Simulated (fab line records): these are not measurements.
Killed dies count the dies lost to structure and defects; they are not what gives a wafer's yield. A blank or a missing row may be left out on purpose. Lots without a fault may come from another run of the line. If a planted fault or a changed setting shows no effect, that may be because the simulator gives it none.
Matching of chambers | flow n5Finfet | N5_BEOL_M0_PRE_CLEAN_131 on cvdCo-01: 3 sister chambers
The step time 15 s. 14 wafers are shown with their chamber, then 7 later ones without.

## WAFERS PAIRED WITH THEIR CHAMBERS
wafer  | chamber | heaterPowerW (W)
L086.3 | 0       | 84
L086.5 | 2       | 82
L086.6 | 0       | 85
L088.1 | 2       | 81
L088.4 | 2       | 85
L088.5 | 2       | 84
L091.2 | 0       | 85
L091.3 | 0       | 84
L091.6 | 0       | 83
L092.1 | 1       | 62
L092.2 | 2       | 83
L092.5 | 0       | 85
L095.1 | 0       | 82
L095.3 | 1       | 63

SIGNATURES (means of the wafers above)
reading      | chamber 0 | chamber 1 | chamber 2 | scatter within a chamber
heaterPowerW | 84.00     | 62.50     | 83.00     | 1.3
Rule: for a wafer and a chamber, the distance is found by dividing, reading by reading, the gap between the wafer's reading and the chamber's mean by the reading's scatter, squaring, summing and taking the root. If the next closest chamber is less than 2 further off than the closest, the wafer can't be placed; otherwise it belongs to the closest. The scatter: take each reading less its chamber's mean, square it, sum over the shown wafers, divide by the number of wafers less the number of chambers, and take the root.

## WAFERS MISSING THEIR CHAMBER
wafer  | heaterPowerW (W)
L095.6 | 64
L096.2 | 86
L096.5 | 85
L096.6 | 65
L097.1 | 63
L097.4 | 85
L097.6 | 64

## THE CHAMBER EACH PASSED THROUGH
wafer  | from the rows above     | in truth
L095.6 | 1                       | 1
L096.2 | can't be placed: 0 or 2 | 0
L096.5 | can't be placed: 0 or 2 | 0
L096.6 | 1                       | 1
L097.1 | 1                       | 1
L097.4 | can't be placed: 0 or 2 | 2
L097.6 | 1                       | 1
Correctly placed: 4 of 7. These rows do not allow placing 3 (true chamber among the candidates in 3). Placed wrongly: 0.
